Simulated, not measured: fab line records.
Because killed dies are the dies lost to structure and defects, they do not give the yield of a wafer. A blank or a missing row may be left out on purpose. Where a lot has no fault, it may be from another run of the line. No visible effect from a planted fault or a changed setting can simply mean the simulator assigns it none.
Split-lot trial / flow n5Finfet / 7 lots, 39 wafers read, on a route of 1938 steps

## ABOUT THE SPLIT
At N5_BEOL_M6_HM_DEP_02 (deposits TiN, target thk 20 nm), the setting targetThkA was moved away from the recipe's 200 angstrom on 12 of the 39 wafers read, by -52.1% to -21.9%. For the rest of the wafers, this setting stayed at what the recipe calls for.

## FROM THE SPLIT TO THE READING: what the file shows between them, 4 steps
- N5_BEOL_M6_COAT_59: time 60 s, resist thk 100 nm
- N5_BEOL_M6_COAT_60: time 60 s, resist thk 35 nm
- N5_BEOL_M6_STRIP_68: strips in N2/H2
- N5_BEOL_M6_STRIP_67: strips in CF4

## THE READING
etch.depthNm (the simulator's own value, which no gauge read), in nm, at N5_BEOL_M6_HM_OPEN_17 (chemistry Cl2/BCl3, target TiN, target depth 20 nm, overetch 6 nm). No usual value for it is given in the file. Here, 27 wafers ran the recipe; their average is 20.021 nm with a standard deviation of 0.25 nm.

wafer=L078.1; tool, chamber at the split=pvdSputter-01, -; targetThkA as run, angstrom=95.82; against the recipe=-52.1%; etch.depthNm, nm=9.759; against lot-mates on the recipe=-10.148
wafer=L078.2; tool, chamber at the split=pvdSputter-01, -; targetThkA as run, angstrom=95.82; against the recipe=-52.1%; etch.depthNm, nm=9.802; against lot-mates on the recipe=-10.105
wafer=L078.3; tool, chamber at the split=pvdSputter-01, -; targetThkA as run, angstrom=200; against the recipe=recipe; etch.depthNm, nm=19.95; against lot-mates on the recipe=-
wafer=L078.4; tool, chamber at the split=pvdSputter-01, -; targetThkA as run, angstrom=200; against the recipe=recipe; etch.depthNm, nm=19.94; against lot-mates on the recipe=-
wafer=L078.5; tool, chamber at the split=pvdSputter-01, -; targetThkA as run, angstrom=200; against the recipe=recipe; etch.depthNm, nm=19.83; against lot-mates on the recipe=-
wafer=L078.6; tool, chamber at the split=pvdSputter-01, -; targetThkA as run, angstrom=95.82; against the recipe=-52.1%; etch.depthNm, nm=9.574; against lot-mates on the recipe=-10.333
wafer=L081.1; tool, chamber at the split=pvdSputter-02, -; targetThkA as run, angstrom=114.4; against the recipe=-42.8%; etch.depthNm, nm=11.7; against lot-mates on the recipe=-8.497
wafer=L081.2; tool, chamber at the split=pvdSputter-02, -; targetThkA as run, angstrom=114.4; against the recipe=-42.8%; etch.depthNm, nm=11.43; against lot-mates on the recipe=-8.767
wafer=L081.3; tool, chamber at the split=pvdSputter-02, -; targetThkA as run, angstrom=114.4; against the recipe=-42.8%; etch.depthNm, nm=11.76; against lot-mates on the recipe=-8.437
wafer=L081.4; tool, chamber at the split=pvdSputter-02, -; targetThkA as run, angstrom=200; against the recipe=recipe; etch.depthNm, nm=20.05; against lot-mates on the recipe=-
wafer=L081.5; tool, chamber at the split=pvdSputter-02, -; targetThkA as run, angstrom=200; against the recipe=recipe; etch.depthNm, nm=20.45; against lot-mates on the recipe=-
wafer=L081.6; tool, chamber at the split=pvdSputter-02, -; targetThkA as run, angstrom=200; against the recipe=recipe; etch.depthNm, nm=20.09; against lot-mates on the recipe=-
wafer=L083.2; tool, chamber at the split=pvdSputter-03, -; targetThkA as run, angstrom=200; against the recipe=recipe; etch.depthNm, nm=19.59; against lot-mates on the recipe=-
wafer=L083.4; tool, chamber at the split=pvdSputter-03, -; targetThkA as run, angstrom=200; against the recipe=recipe; etch.depthNm, nm=19.61; against lot-mates on the recipe=-
wafer=L083.5; tool, chamber at the split=pvdSputter-03, -; targetThkA as run, angstrom=200; against the recipe=recipe; etch.depthNm, nm=19.66; against lot-mates on the recipe=-
wafer=L086.1; tool, chamber at the split=pvdSputter-02, -; targetThkA as run, angstrom=121.2; against the recipe=-39.4%; etch.depthNm, nm=12.16; against lot-mates on the recipe=-7.837
wafer=L086.2; tool, chamber at the split=pvdSputter-02, -; targetThkA as run, angstrom=121.2; against the recipe=-39.4%; etch.depthNm, nm=12.13; against lot-mates on the recipe=-7.867
wafer=L086.3; tool, chamber at the split=pvdSputter-02, -; targetThkA as run, angstrom=121.2; against the recipe=-39.4%; etch.depthNm, nm=12.27; against lot-mates on the recipe=-7.727
wafer=L086.4; tool, chamber at the split=pvdSputter-02, -; targetThkA as run, angstrom=200; against the recipe=recipe; etch.depthNm, nm=19.93; against lot-mates on the recipe=-
wafer=L086.5; tool, chamber at the split=pvdSputter-02, -; targetThkA as run, angstrom=200; against the recipe=recipe; etch.depthNm, nm=19.92; against lot-mates on the recipe=-
wafer=L086.6; tool, chamber at the split=pvdSputter-02, -; targetThkA as run, angstrom=200; against the recipe=recipe; etch.depthNm, nm=20.14; against lot-mates on the recipe=-
wafer=L089.1; tool, chamber at the split=pvdSputter-03, -; targetThkA as run, angstrom=200; against the recipe=recipe; etch.depthNm, nm=19.94; against lot-mates on the recipe=-
wafer=L089.2; tool, chamber at the split=pvdSputter-03, -; targetThkA as run, angstrom=200; against the recipe=recipe; etch.depthNm, nm=20.37; against lot-mates on the recipe=-
wafer=L089.3; tool, chamber at the split=pvdSputter-03, -; targetThkA as run, angstrom=200; against the recipe=recipe; etch.depthNm, nm=20.14; against lot-mates on the recipe=-
wafer=L089.4; tool, chamber at the split=pvdSputter-03, -; targetThkA as run, angstrom=200; against the recipe=recipe; etch.depthNm, nm=20.08; against lot-mates on the recipe=-
wafer=L089.5; tool, chamber at the split=pvdSputter-03, -; targetThkA as run, angstrom=200; against the recipe=recipe; etch.depthNm, nm=20.01; against lot-mates on the recipe=-
wafer=L089.6; tool, chamber at the split=pvdSputter-03, -; targetThkA as run, angstrom=200; against the recipe=recipe; etch.depthNm, nm=20.36; against lot-mates on the recipe=-
wafer=L095.1; tool, chamber at the split=pvdSputter-02, -; targetThkA as run, angstrom=156.2; against the recipe=-21.9%; etch.depthNm, nm=15.81; against lot-mates on the recipe=-4.010
wafer=L095.2; tool, chamber at the split=pvdSputter-02, -; targetThkA as run, angstrom=200; against the recipe=recipe; etch.depthNm, nm=19.79; against lot-mates on the recipe=-
wafer=L095.3; tool, chamber at the split=pvdSputter-02, -; targetThkA as run, angstrom=200; against the recipe=recipe; etch.depthNm, nm=19.85; against lot-mates on the recipe=-
wafer=L095.4; tool, chamber at the split=pvdSputter-02, -; targetThkA as run, angstrom=200; against the recipe=recipe; etch.depthNm, nm=19.82; against lot-mates on the recipe=-
wafer=L095.5; tool, chamber at the split=pvdSputter-02, -; targetThkA as run, angstrom=156.2; against the recipe=-21.9%; etch.depthNm, nm=15.44; against lot-mates on the recipe=-4.380
wafer=L095.6; tool, chamber at the split=pvdSputter-02, -; targetThkA as run, angstrom=156.2; against the recipe=-21.9%; etch.depthNm, nm=15.47; against lot-mates on the recipe=-4.350
wafer=L096.1; tool, chamber at the split=pvdSputter-01, -; targetThkA as run, angstrom=200; against the recipe=recipe; etch.depthNm, nm=20.45; against lot-mates on the recipe=-
wafer=L096.2; tool, chamber at the split=pvdSputter-01, -; targetThkA as run, angstrom=200; against the recipe=recipe; etch.depthNm, nm=20.38; against lot-mates on the recipe=-
wafer=L096.3; tool, chamber at the split=pvdSputter-01, -; targetThkA as run, angstrom=200; against the recipe=recipe; etch.depthNm, nm=19.88; against lot-mates on the recipe=-
wafer=L096.4; tool, chamber at the split=pvdSputter-01, -; targetThkA as run, angstrom=200; against the recipe=recipe; etch.depthNm, nm=20.24; against lot-mates on the recipe=-
wafer=L096.5; tool, chamber at the split=pvdSputter-01, -; targetThkA as run, angstrom=200; against the recipe=recipe; etch.depthNm, nm=20.31; against lot-mates on the recipe=-
wafer=L096.6; tool, chamber at the split=pvdSputter-01, -; targetThkA as run, angstrom=200; against the recipe=recipe; etch.depthNm, nm=19.78; against lot-mates on the recipe=-

THE FIT
A straight line over all 39 wafers: etch.depthNm changes by +0.198 nm for each +1% of targetThkA; r = +1.00; the points scatter about the line by 0.23 nm.
The same after taking each lot's own level away (the mean of its wafers on the recipe; 39 wafers): +0.197 nm for each +1%; r = +1.00; scatter 0.16 nm.
Per that fit: largest targetThkA move, reading shift of 10 nm.
Measured against the standard deviation above, the lots' own levels, which go from 19.6200 to 20.1967 nm, span 2.3 times it.
The two slopes are in agreement: the lot-to-lot level therefore moves the slope only a little.
Check: for one of the wafers moved furthest among these (-52.1%), held out of the fit, the line's prediction against its lot-mates is -10.3 nm. Against them it came out at -10.1 nm.

## THE OTHER SPLITS THESE WAFERS WENT THROUGH
Note: prior to the reading, these wafers also went through further splits. Each is held against what the fit with the lots' levels taken away leaves over:
other split on the same wafers=N5_PMOS_HMC_CHANNEL_EPI_DEVELOP_08 developTimeS; wafers away from the commonest value=18; r with etch.depthNm (lot level and that fit taken away)=+0.03
other split on the same wafers=N5_MOL_CONTACT_COAG_VIA_ETCH_46 targetDepthA; wafers away from the commonest value=18; r with etch.depthNm (lot level and that fit taken away)=+0.00
other split on the same wafers=N5_BEOL_M0_SAQP_ILD_DEP_01 timeS; wafers away from the commonest value=12; r with etch.depthNm (lot level and that fit taken away)=+0.00
other split on the same wafers=N5_BEOL_M2_VIA_ETCH_34 targetDepthA; wafers away from the commonest value=18; r with etch.depthNm (lot level and that fit taken away)=+0.13
other split on the same wafers=N5_BEOL_M3_ILD_DEP_00 targetThkA; wafers away from the commonest value=12; r with etch.depthNm (lot level and that fit taken away)=+0.17

## THE WHOLE CHAIN: every reading that the file lists as answering this split, in the file's order
step=N5_BEOL_M6_HM_DEP_02; what it does=deposits TiN, target thk 20 nm; reading=TiN_of_BEOL_M6_HM_DEP_02.thkNm (the simulator's own value, which no gauge read); change (the file's fit)=+0.198 nm for each +1% of the setting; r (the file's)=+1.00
step=N5_BEOL_M6_HM_OPEN_17; what it does=chemistry Cl2/BCl3, target TiN, target depth 20 nm, overetch 6 nm; reading=etch.depthNm (the simulator's own value, which no gauge read); change (the file's fit)=+0.197 nm for each +1% of the setting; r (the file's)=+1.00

## FILE'S OWN FIT
etch.depthNm changes by +0.197 nm for each +1% of targetThkA, r = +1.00.
